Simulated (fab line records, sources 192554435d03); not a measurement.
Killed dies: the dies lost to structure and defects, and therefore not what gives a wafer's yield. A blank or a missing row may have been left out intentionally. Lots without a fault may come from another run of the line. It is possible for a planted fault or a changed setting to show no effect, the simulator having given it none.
Which tool is to blame? + flow n5-finfet + 24 lots, 72 wafers sampled, at 6 steps of a route of 1938

WHAT THE GAUGES SHOWED, per wafer
N5_PMOS_HMC_CHANNEL_EPI_INSPECT_11: inspects for defects (macro). Usual: raw-defect-count reads 1.9 (standard deviation 1.2).
| lot  | measured    | on                | raw-defect-count | flag |
|------|-------------|-------------------|------------------|------|
| L074 | day 1 17:04 | defect-inspect-02 | 1 2 3            |      |
| L075 | day 1 23:16 | defect-inspect-02 | 5 4 2            |      |
| L076 | day 2 06:35 | defect-inspect-01 | 2 1 2            |      |
| L077 | day 2 11:53 | defect-inspect-02 | 2 2 2            |      |
| L078 | day 2 17:43 | defect-inspect-01 | 1 0 2            |      |
| L079 | day 2 23:07 | defect-inspect-02 | 0 2 4            |      |
| L080 | day 3 06:18 | defect-inspect-01 | 1 2 1            |      |
| L081 | day 3 11:10 | defect-inspect-02 | 2 5 0            |      |
| L082 | day 3 17:42 | defect-inspect-01 | 4 4 2            |      |
| L083 | day 4 00:17 | defect-inspect-02 | 3 4 1            |      |
| L084 | day 4 06:22 | defect-inspect-02 | 2 4 0            |      |
| L085 | day 4 12:10 | defect-inspect-02 | 0 3 2            |      |
| L086 | day 4 17:39 | defect-inspect-01 | 0 1 3            |      |
| L087 | day 5 00:18 | defect-inspect-02 | 1 2 2            |      |
| L088 | day 5 05:20 | defect-inspect-01 | 3 3 3            |      |
| L089 | day 5 11:24 | defect-inspect-01 | 3 2 2            |      |
| L090 | day 5 17:34 | defect-inspect-01 | 2 1 0            |      |
| L091 | day 6 05:13 | defect-inspect-01 | 2 2 3            |      |
| L092 | day 6 05:50 | defect-inspect-02 | 4 0 2            |      |
| L093 | day 6 11:47 | defect-inspect-01 | 2 2 2            |      |
| L094 | day 6 18:37 | defect-inspect-02 | 1 3 3            |      |
| L095 | day 6 23:43 | defect-inspect-01 | 1 2 5            |      |
| L096 | day 7 05:40 | defect-inspect-01 | 2 2 0            |      |
| L097 | day 7 11:16 | defect-inspect-01 | 1 1 3            |      |

N5_FIN_SAQP_CD_MEAS_37: target cd 8 nm. Usual: cd-nm reads 8.11 nm (standard deviation 0.22).
| lot  | measured    | on        | cd-nm (nm)     | flag |
|------|-------------|-----------|----------------|------|
| L074 | day 2 01:25 | cd-sem-02 | 7.76 7.77 7.88 |      |
| L075 | day 2 09:16 | cd-sem-03 | 7.96 8.01 8.01 |      |
| L076 | day 2 15:44 | cd-sem-01 | 8.01 8.07 8.37 |      |
| L077 | day 2 20:26 | cd-sem-01 | 8.01 8.01 8.13 |      |
| L078 | day 3 02:10 | cd-sem-02 | 7.66 7.68 7.96 |      |
| L079 | day 3 07:42 | cd-sem-03 | 8.44 8.02 8.14 |      |
| L080 | day 3 16:11 | cd-sem-03 | 7.70 7.79 8.26 |      |
| L081 | day 3 21:26 | cd-sem-03 | 8.19 7.96 7.86 |      |
| L082 | day 4 04:26 | cd-sem-02 | 8.03 8.34 8.25 |      |
| L083 | day 4 11:25 | cd-sem-01 | 8.50 8.15 8.12 |      |
| L084 | day 4 17:38 | cd-sem-02 | 8.22 8.42 8.09 |      |
| L085 | day 4 23:16 | cd-sem-01 | 8.50 8.26 7.77 |      |
| L086 | day 5 03:03 | cd-sem-02 | 7.96 8.02 8.15 |      |
| L087 | day 5 09:13 | cd-sem-01 | 8.42 8.18 8.04 |      |
| L088 | day 5 14:44 | cd-sem-01 | 7.90 8.01 7.94 |      |
| L089 | day 5 20:20 | cd-sem-01 | 8.15 8.05 8.22 |      |
| L090 | day 6 10:17 | cd-sem-03 | 8.24 8.14 8.22 |      |
| L091 | day 6 15:44 | cd-sem-02 | 8.37 7.56 8.21 |      |
| L092 | day 6 16:09 | cd-sem-02 | 7.83 7.99 8.08 |      |
| L093 | day 6 23:59 | cd-sem-02 | 8.15 7.92 8.05 |      |
| L094 | day 7 04:32 | cd-sem-03 | 8.20 8.01 8.13 |      |
| L095 | day 7 08:31 | cd-sem-01 | 8.29 7.89 8.22 |      |
| L096 | day 7 15:38 | cd-sem-02 | 8.43 8.28 8.35 |      |
| L097 | day 7 20:47 | cd-sem-03 | 8.59 8.05 8.56 |      |

WHICH TOOL RAN EACH LOT (tool, then ch and the chambers of the sampled wafers, then the start)
| lot  | N5_WELL_APT_RTA_34              | N5_FIN_SAQP_MANDREL_ETCH_22     | N5_FIN_SAQP_MANDREL1_REMOVE_56  | N5_FIN_SAQP_SPACER2_ETCHBACK_29   |
|------|---------------------------------|---------------------------------|---------------------------------|-----------------------------------|
| L074 | rtp-anneal-01 ch 0, day 1 15:49 | rie-si-02 ch 2,3, day 1 21:31   | rie-si-03 ch 0,1,3, day 1 23:16 | rie-diel-01 ch 1,2, day 2 00:46   |
| L075 | rtp-anneal-02 ch 0, day 1 21:54 | rie-si-06 ch 0,2,3, day 2 04:40 | rie-si-02 ch 0,1,3, day 2 06:29 | rie-diel-01 ch 0,1,2, day 2 08:32 |
| L076 | rtp-anneal-02 ch 0, day 2 05:20 | rie-si-06 ch 2,3, day 2 11:23   | rie-si-06 ch 1,2,3, day 2 13:11 | rie-diel-01 ch 1,3, day 2 14:57   |
| L077 | rtp-anneal-02 ch 0, day 2 10:37 | rie-si-02 ch 0,1,2, day 2 16:29 | rie-si-03 ch 0,2, day 2 18:08   | rie-diel-01 ch 1,3, day 2 19:46   |
| L078 | rtp-anneal-02 ch 0, day 2 16:19 | rie-si-02 ch 0,1,3, day 2 22:12 | rie-si-03 ch 1,2,3, day 2 23:49 | rie-diel-03 ch 0,1,3, day 3 01:20 |
| L079 | rtp-anneal-01 ch 0, day 2 21:41 | rie-si-02 ch 0,2,3, day 3 03:40 | rie-si-06 ch 0,1,2, day 3 05:18 | rie-diel-01 ch 0,1, day 3 07:03   |
| L080 | rtp-anneal-02 ch 0, day 3 04:56 | rie-si-03 ch 0,2, day 3 11:56   | rie-si-03 ch 0,3, day 3 13:33   | rie-diel-03 ch 0,2, day 3 15:25   |
| L081 | rtp-anneal-02 ch 0, day 3 09:49 | rie-si-03 ch 0,1, day 3 16:47   | rie-si-02 ch 0,1,2, day 3 18:44 | rie-diel-01 ch 0,2,3, day 3 20:47 |
| L082 | rtp-anneal-01 ch 0, day 3 16:17 | rie-si-02 ch 0,1,2, day 3 23:43 | rie-si-03 ch 0,1,3, day 4 01:54 | rie-diel-01 ch 2,3, day 4 03:38   |
| L083 | rtp-anneal-01 ch 0, day 3 22:55 | rie-si-03 ch 0,2,3, day 4 06:58 | rie-si-03 ch 0,3, day 4 08:41   | rie-diel-01 ch 1,2, day 4 10:44   |
| L084 | rtp-anneal-01 ch 0, day 4 05:06 | rie-si-02 ch 0,1,2, day 4 11:59 | rie-si-02 ch 2,3, day 4 13:39   | rie-diel-04 ch 0,2,3, day 4 16:59 |
| L085 | rtp-anneal-02 ch 0, day 4 10:37 | rie-si-02 ch 1,3, day 4 18:35   | rie-si-02 ch 0,1,3, day 4 20:47 | rie-diel-04 ch 0,2, day 4 22:34   |
| L086 | rtp-anneal-02 ch 0, day 4 16:18 | rie-si-02 ch 0,3, day 4 23:15   | rie-si-03 ch 1,3, day 5 00:52   | rie-diel-03 ch 0,1,2, day 5 02:23 |
| L087 | rtp-anneal-02 ch 0, day 4 22:29 | rie-si-03 ch 0,1,2, day 5 05:06 | rie-si-03 ch 1,2,3, day 5 06:55 | rie-diel-03 ch 0,1,2, day 5 08:34 |
| L088 | rtp-anneal-01 ch 0, day 5 03:37 | rie-si-02 ch 0,2, day 5 10:55   | rie-si-06 ch 1,3, day 5 12:35   | rie-diel-01 ch 0,2, day 5 14:04   |
| L089 | rtp-anneal-02 ch 0, day 5 10:01 | rie-si-03 ch 1,2,3, day 5 16:01 | rie-si-06 ch 0,1,3, day 5 18:10 | rie-diel-03 ch 0,1,2, day 5 19:41 |
| L090 | rtp-anneal-02 ch 0, day 5 16:11 | rie-si-06 ch 0,1,2, day 6 05:52 | rie-si-02 ch 0,2,3, day 6 07:51 | rie-diel-03 ch 0,1,2, day 6 09:29 |
| L091 | rtp-anneal-01 ch 0, day 5 22:22 | rie-si-06 ch 0,3, day 6 11:18   | rie-si-06 ch 1,3, day 6 13:03   | rie-diel-03 ch 0,2, day 6 15:00   |
| L092 | rtp-anneal-02 ch 0, day 6 04:07 | rie-si-03 ch 1,2, day 6 11:34   | rie-si-02 ch 2,3, day 6 13:39   | rie-diel-03 ch 0,3, day 6 15:07   |
| L093 | rtp-anneal-01 ch 0, day 6 10:14 | rie-si-03 ch 1,3, day 6 20:13   | rie-si-02 ch 1,2, day 6 21:49   | rie-diel-04 ch 1,3, day 6 23:20   |
| L094 | rtp-anneal-02 ch 0, day 6 15:58 | rie-si-06 ch 1,3, day 7 00:13   | rie-si-03 ch 1,3, day 7 02:20   | rie-diel-04 ch 0,3, day 7 03:53   |
| L095 | rtp-anneal-02 ch 0, day 6 22:18 | rie-si-06 ch 1,2,3, day 7 04:35 | rie-si-02 ch 1,2,3, day 7 06:12 | rie-diel-03 ch 0,3, day 7 07:51   |
| L096 | rtp-anneal-01 ch 0, day 7 04:13 | rie-si-06 ch 1,2, day 7 10:27   | rie-si-02 ch 0,1, day 7 12:52   | rie-diel-04 ch 0,1,2, day 7 14:59 |
| L097 | rtp-anneal-01 ch 0, day 7 09:41 | rie-si-02 ch 1,2,3, day 7 16:58 | rie-si-03 ch 0,1,2, day 7 18:41 | rie-diel-03 ch 1,2,3, day 7 20:08 |
- N5_WELL_APT_RTA_34: time 10 s.
- N5_FIN_SAQP_MANDREL_ETCH_22: etches a-Si in HBr/Cl2, stops on SiNx, target depth 60 nm, bt time 10 s, time 30 s.
- N5_FIN_SAQP_MANDREL1_REMOVE_56: chemistry HBr/Cl2/O2, target a-Si, stops on SiNx, bt time 10 s.
- N5_FIN_SAQP_SPACER2_ETCHBACK_29: etches SiO2 in CHF3/O2, target depth 12.2 nm, time 6.1 s.

WHAT THE TOOLS THEMSELVES READ (means of the sampled wafers that have a number; where no wafer has one, the mark that the record gives instead)
N5_WELL_APT_RTA_34. Usual: lamp-power-pct 13.01 %, standard deviation 0.057; lamp_zone_5_pct 13.00 %, standard deviation 0.034; wafer_temp_C_max 1003.6, standard deviation 1.
| lot  | tool          | lamp-power-pct (%) | lamp_zone_5_pct (%) | wafer_temp_C_max | flag |
|------|---------------|--------------------|---------------------|------------------|------|
| L074 | rtp-anneal-01 | 13.00              | 13.02               | 1003.4           |      |
| L075 | rtp-anneal-02 | 12.97              | 13.01               | 1003.0           |      |
| L076 | rtp-anneal-02 | 12.98              | 13.03               | 1003.6           |      |
| L077 | rtp-anneal-02 | 12.99              | 12.98               | 1005.3           |      |
| L078 | rtp-anneal-02 | 13.00              | 12.99               | 1004.7           |      |
| L079 | rtp-anneal-01 | 12.98              | 12.99               | 1003.0           |      |
| L080 | rtp-anneal-02 | 13.00              | 12.97               | 1003.9           |      |
| L081 | rtp-anneal-02 | 12.96              | 13.02               | 1003.0           |      |
| L082 | rtp-anneal-01 | 13.03              | 13.00               | 1004.1           |      |
| L083 | rtp-anneal-01 | 12.98              | 13.00               | 1003.6           |      |
| L084 | rtp-anneal-01 | 12.99              | 13.00               | 1002.6           |      |
| L085 | rtp-anneal-02 | 13.00              | 13.00               | 1003.7           |      |
| L086 | rtp-anneal-02 | 13.01              | 13.02               | 1003.0           |      |
| L087 | rtp-anneal-02 | 12.98              | 12.98               | 1003.0           |      |
| L088 | rtp-anneal-01 | 13.06              | 12.98               | 1002.8           |      |
| L089 | rtp-anneal-02 | 13.00              | 13.01               | 1003.4           |      |
| L090 | rtp-anneal-02 | 13.05              | 12.99               | 1003.3           |      |
| L091 | rtp-anneal-01 | 12.99              | 13.03               | 1003.9           |      |
| L092 | rtp-anneal-02 | 13.03              | 12.98               | 1003.8           |      |
| L093 | rtp-anneal-01 | 12.97              | 13.01               | 1003.3           |      |
| L094 | rtp-anneal-02 | 13.01              | 13.01               | 1004.2           |      |
| L095 | rtp-anneal-02 | 13.04              | 13.02               | 1003.9           |      |
| L096 | rtp-anneal-01 | 13.02              | 12.99               | 1004.8           |      |
| L097 | rtp-anneal-01 | 13.01              | 13.00               | 1002.2           |      |

N5_FIN_SAQP_MANDREL_ETCH_22. Usual: drypump-motor-current-A 5.65 A, standard deviation 0.26; oes-product-au 0.769 a.u., standard deviation 0.012; throttle-valve-pct 35.36 %, standard deviation 0.25.
| lot  | tool      | drypump-motor-current-A (A) | oes-product-au (a.u.) | throttle-valve-pct (%) | flag |
|------|-----------|-----------------------------|-----------------------|------------------------|------|
| L074 | rie-si-02 | 5.54                        | 0.771                 | 35.63                  |      |
| L075 | rie-si-06 | 5.66                        | 0.763                 | 35.18                  |      |
| L076 | rie-si-06 | 5.78                        | 0.765                 | 35.08                  |      |
| L077 | rie-si-02 | 5.67                        | 0.774                 | 35.46                  |      |
| L078 | rie-si-02 | 5.49                        | 0.770                 | 35.54                  |      |
| L079 | rie-si-02 | 5.73                        | 0.771                 | 35.56                  |      |
| L080 | rie-si-03 | 5.69                        | 0.772                 | 35.09                  |      |
| L081 | rie-si-03 | 5.80                        | 0.781                 | 35.06                  |      |
| L082 | rie-si-02 | 5.69                        | 0.772                 | 35.47                  |      |
| L083 | rie-si-03 | 5.69                        | 0.750                 | 35.21                  |      |
| L084 | rie-si-02 | 5.64                        | 0.782                 | 35.46                  |      |
| L085 | rie-si-02 | 5.31                        | 0.785                 | 35.60                  |      |
| L086 | rie-si-02 | 5.74                        | 0.774                 | 35.55                  |      |
| L087 | rie-si-03 | 5.66                        | 0.773                 | 35.11                  |      |
| L088 | rie-si-02 | 5.88                        | 0.778                 | 35.49                  |      |
| L089 | rie-si-03 | 5.67                        | 0.760                 | 35.22                  |      |
| L090 | rie-si-06 | 5.60                        | 0.757                 | 35.25                  |      |
| L091 | rie-si-06 | 5.57                        | 0.768                 | 35.26                  |      |
| L092 | rie-si-03 | 5.48                        | 0.767                 | 35.14                  |      |
| L093 | rie-si-03 | 5.85                        | 0.745                 | 35.29                  |      |
| L094 | rie-si-06 | 5.57                        | 0.768                 | 35.57                  |      |
| L095 | rie-si-06 | 5.64                        | 0.771                 | 35.35                  |      |
| L096 | rie-si-06 | 5.56                        | 0.778                 | 35.41                  |      |
| L097 | rie-si-02 | 5.48                        | 0.769                 | 35.56                  |      |

N5_FIN_SAQP_MANDREL1_REMOVE_56. Usual: drypump-motor-current-A 5.64 A, standard deviation 0.26; oes-product-au 1.004 a.u., standard deviation 0.014; throttle-valve-pct 36.68 %, standard deviation 0.23.
| lot  | tool      | drypump-motor-current-A (A) | oes-product-au (a.u.) | throttle-valve-pct (%) | flag |
|------|-----------|-----------------------------|-----------------------|------------------------|------|
| L074 | rie-si-03 | 5.83                        | 0.992                 | 36.50                  |      |
| L075 | rie-si-02 | 5.50                        | 1.012                 | 36.88                  |      |
| L076 | rie-si-06 | 5.63                        | 1.008                 | 36.68                  |      |
| L077 | rie-si-03 | 5.52                        | 1.004                 | 36.47                  |      |
| L078 | rie-si-03 | 5.66                        | 0.994                 | 36.54                  |      |
| L079 | rie-si-06 | 5.60                        | 1.007                 | 36.57                  |      |
| L080 | rie-si-03 | 5.88                        | 0.992                 | 36.61                  |      |
| L081 | rie-si-02 | 5.68                        | 1.002                 | 36.83                  |      |
| L082 | rie-si-03 | 5.82                        | 1.001                 | 36.51                  |      |
| L083 | rie-si-03 | 5.88                        | 0.989                 | 36.62                  |      |
| L084 | rie-si-02 | 5.70                        | 1.016                 | 36.90                  |      |
| L085 | rie-si-02 | 5.50                        | 1.009                 | 36.88                  |      |
| L086 | rie-si-03 | 5.80                        | 0.994                 | 36.51                  |      |
| L087 | rie-si-03 | 5.67                        | 0.984                 | 36.54                  |      |
| L088 | rie-si-06 | 5.49                        | 1.010                 | 36.96                  |      |
| L089 | rie-si-06 | 5.53                        | 1.010                 | 36.79                  |      |
| L090 | rie-si-02 | 5.74                        | 1.013                 | 36.90                  |      |
| L091 | rie-si-06 | 5.50                        | 1.020                 | 36.95                  |      |
| L092 | rie-si-02 | 5.71                        | 1.017                 | 36.89                  |      |
| L093 | rie-si-02 | 5.40                        | 1.009                 | 36.81                  |      |
| L094 | rie-si-03 | 5.85                        | 0.988                 | 36.61                  |      |
| L095 | rie-si-02 | 5.47                        | 1.014                 | 36.88                  |      |
| L096 | rie-si-02 | 5.69                        | 1.000                 | 36.83                  |      |
| L097 | rie-si-03 | 5.65                        | 1.001                 | 36.44                  |      |

N5_FIN_SAQP_SPACER2_ETCHBACK_29. Usual: CHF3_flow_sccm 50.00 sccm, standard deviation 0.14; drypump-motor-current-A 5.9 A, standard deviation 0.39; oes_ar_750_au 0.75 a.u., standard deviation 0.071; oes-product-au 0.75 a.u., standard deviation 0.075; rf-vpp-V 524 V, standard deviation 4.6; showerhead-plenum-p-Torr 2.41 Torr, standard deviation 0.055; throttle-valve-pct 18.99 %, standard deviation 0.17.
| lot  | tool        | CHF3_flow_sccm (sccm) | drypump-motor-current-A (A) | oes_ar_750_au (a.u.) | oes-product-au (a.u.) | rf-vpp-V (V) | showerhead-plenum-p-Torr (Torr) | throttle-valve-pct (%) | flag |
|------|-------------|-----------------------|-----------------------------|----------------------|-----------------------|--------------|---------------------------------|------------------------|------|
| L074 | rie-diel-01 | 50.01                 | 6.4                         | 0.79                 | 0.79                  | 526          | 2.42                            | 18.94                  |      |
| L075 | rie-diel-01 | 50.14                 | 6.3                         | 0.75                 | 0.76                  | 526          | 2.38                            | 19.03                  |      |
| L076 | rie-diel-01 | 49.96                 | 6.3                         | 0.91                 | 0.91                  | 523          | 2.45                            | 18.96                  |      |
| L077 | rie-diel-01 | 50.08                 | 6.3                         | 0.90                 | 0.91                  | 523          | 2.45                            | 18.96                  |      |
| L078 | rie-diel-03 | 50.05                 | 5.9                         | 0.72                 | 0.72                  | 525          | 2.43                            | 18.97                  |      |
| L079 | rie-diel-01 | 49.94                 | 6.6                         | 0.73                 | 0.72                  | 525          | 2.37                            | 19.17                  |      |
| L080 | rie-diel-03 | 50.05                 | 5.6                         | 0.73                 | 0.73                  | 520          | 2.46                            | 18.88                  |      |
| L081 | rie-diel-01 | 50.04                 | 6.2                         | 0.80                 | 0.80                  | 525          | 2.39                            | 18.99                  |      |
| L082 | rie-diel-01 | 50.07                 | 6.0                         | 0.83                 | 0.84                  | 525          | 2.45                            | 18.79                  |      |
| L083 | rie-diel-01 | 49.89                 | 6.4                         | 0.77                 | 0.77                  | 525          | 2.41                            | 18.98                  |      |
| L084 | rie-diel-04 | 49.83                 | 5.6                         | 0.73                 | 0.72                  | 519          | 2.39                            | 18.99                  |      |
| L085 | rie-diel-04 | 49.85                 | 5.2                         | 0.74                 | 0.74                  | 519          | 2.40                            | 19.06                  |      |
| L086 | rie-diel-03 | 50.09                 | 5.8                         | 0.71                 | 0.71                  | 523          | 2.42                            | 19.02                  |      |
| L087 | rie-diel-03 | 49.97                 | 5.8                         | 0.71                 | 0.72                  | 524          | 2.42                            | 19.03                  |      |
| L088 | rie-diel-01 | 50.17                 | 6.1                         | 0.83                 | 0.83                  | 529          | 2.47                            | 18.80                  |      |
| L089 | rie-diel-03 | 50.09                 | 5.8                         | 0.71                 | 0.71                  | 523          | 2.42                            | 19.03                  |      |
| L090 | rie-diel-03 | 49.90                 | 5.8                         | 0.70                 | 0.70                  | 522          | 2.42                            | 19.03                  |      |
| L091 | rie-diel-03 | 49.99                 | 5.6                         | 0.71                 | 0.71                  | 520          | 2.45                            | 18.92                  |      |
| L092 | rie-diel-03 | 49.99                 | 5.9                         | 0.71                 | 0.71                  | 527          | 2.41                            | 18.92                  |      |
| L093 | rie-diel-04 | 50.01                 | 5.9                         | 0.73                 | 0.72                  | 520          | 2.42                            | 19.01                  |      |
| L094 | rie-diel-04 | 50.06                 | 5.8                         | 0.70                 | 0.70                  | 519          | 2.37                            | 18.95                  |      |
| L095 | rie-diel-03 | 50.22                 | 6.0                         | 0.71                 | 0.70                  | 528          | 2.41                            | 18.94                  |      |
| L096 | rie-diel-04 | 50.11                 | 5.4                         | 0.74                 | 0.74                  | 523          | 2.43                            | 19.05                  |      |
| L097 | rie-diel-03 | 49.94                 | 6.0                         | 0.70                 | 0.69                  | 526          | 2.38                            | 19.08                  |      |

THE ANSWER, worked out from the rows above alone
Rule: lot off if the mean of its wafers having a number is beyond 3 standard deviations from the usual mean. A lot without any number at a reading at which 4 lots or more have one is off too. Any other lot the step has rows for is counted as sound. The gauges are gone through in route order, then the tools' own readings, and for those a lot's mean is taken as printed above. The first step at which some lot is off is used, and at that step the reading that is off furthest; a lot without a number counts as furthest.
Nothing can be told from this: no lot is off at any reading shown.

WHAT HAD BEEN PUT IN BY THE SIMULATOR
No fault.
